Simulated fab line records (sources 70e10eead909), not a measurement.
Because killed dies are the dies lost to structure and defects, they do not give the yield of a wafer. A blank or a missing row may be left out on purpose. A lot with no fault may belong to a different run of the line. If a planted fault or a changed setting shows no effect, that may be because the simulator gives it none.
Which of the tools did it? | flow nand harc | Sampling: 11 lots, 33 wafers, 3 of 1159 route steps

== WHAT THE GAUGES SHOWED, per wafer ==
NHARC_A_M1_INSPECT_27.
lot  | measured     | on                | raw defect count
L075 | day 18 10:52 | defect inspect-02 | 448 344 343
L076 | day 18 16:07 | defect inspect-02 | 479 430 480
L080 | day 19 13:40 | defect inspect-02 | 401 402 444
L083 | day 20 04:25 | defect inspect-01 | 385 688 596
L082 | day 20 09:58 | defect inspect-01 | 461 420 396
L087 | day 20 17:05 | defect inspect-02 | 385 395 626
L089 | day 21 15:15 | defect inspect-01 | 282 425 462
L090 | day 22 00:36 | defect inspect-01 | 365 477 382
L094 | day 22 12:04 | defect inspect-01 | 357 285 421
L091 | day 22 17:14 | defect inspect-02 | 485 573 485
L096 | day 23 09:14 | defect inspect-02 | 561 494 470

== WHAT TOOL EACH LOT RAN ON (gives the tool, then ch and the chambers of the sampled wafers, and finally the start) ==
lot  | NHARC_A_M1_DESCUM_14               | NHARC_A_M1_ETCH_35
L075 | rie diel-01 ch 0,2,3, day 18 08:17 | rie diel-01 ch 1,2,3, day 18 08:22
L076 | rie diel-11 ch 2,3, day 18 13:33   | rie diel-11 ch 2,3, day 18 13:38
L080 | rie diel-06 ch 0,1, day 19 11:00   | rie diel-06 ch 0,2, day 19 11:06
L083 | rie diel-06 ch 0,3, day 20 01:49   | rie diel-06 ch 1,2, day 20 01:54
L082 | rie diel-11 ch 1,2,3, day 20 07:14 | rie diel-11 ch 0,2, day 20 07:19
L087 | rie diel-11 ch 0,1, day 20 14:12   | rie diel-11 ch 0,1,2, day 20 14:18
L089 | rie diel-06 ch 0,2,3, day 21 12:37 | rie diel-06 ch 0,2, day 21 12:42
L090 | rie diel-01 ch 0,2,3, day 21 22:02 | rie diel-01 ch 0,1,2, day 21 22:07
L094 | rie diel-06 ch 0,1,2, day 22 09:28 | rie diel-06 ch 1,2,3, day 22 09:34
L091 | rie diel-01 ch 0,1,3, day 22 14:14 | rie diel-01 ch 0,1,2, day 22 14:19
L096 | rie diel-06 ch 1,2,3, day 23 06:40 | rie diel-06 ch 2,3, day 23 06:45
- NHARC_A_M1_DESCUM_14: chemistry O2, time 3 s.
- NHARC_A_M1_ETCH_35: etches the open film in N2/H2, target depth 40 nm, overetch 12 nm, time 43.94 s.

== THE ANSWER, worked out from the rows above alone ==
Rule: usual is defined by the lots themselves. Put in order of their means at a reading, lots are off if they are a third of the lots or fewer, leave a main group of 4 or more, and stand apart from it by a gap of 3 or more times the standard deviation of the main group's means; of several such gaps the widest counts. The tables above print the reading to a certain number of digits; a main group whose means all agree to those digits is not used. Also off: a lot with no number at a reading for which 4 or more lots have one. All remaining lots with rows at the step are treated as sound.
No lot is off on any of the readings shown, so nothing can be concluded from this.

== WHAT THE SIMULATOR PUT IN ==
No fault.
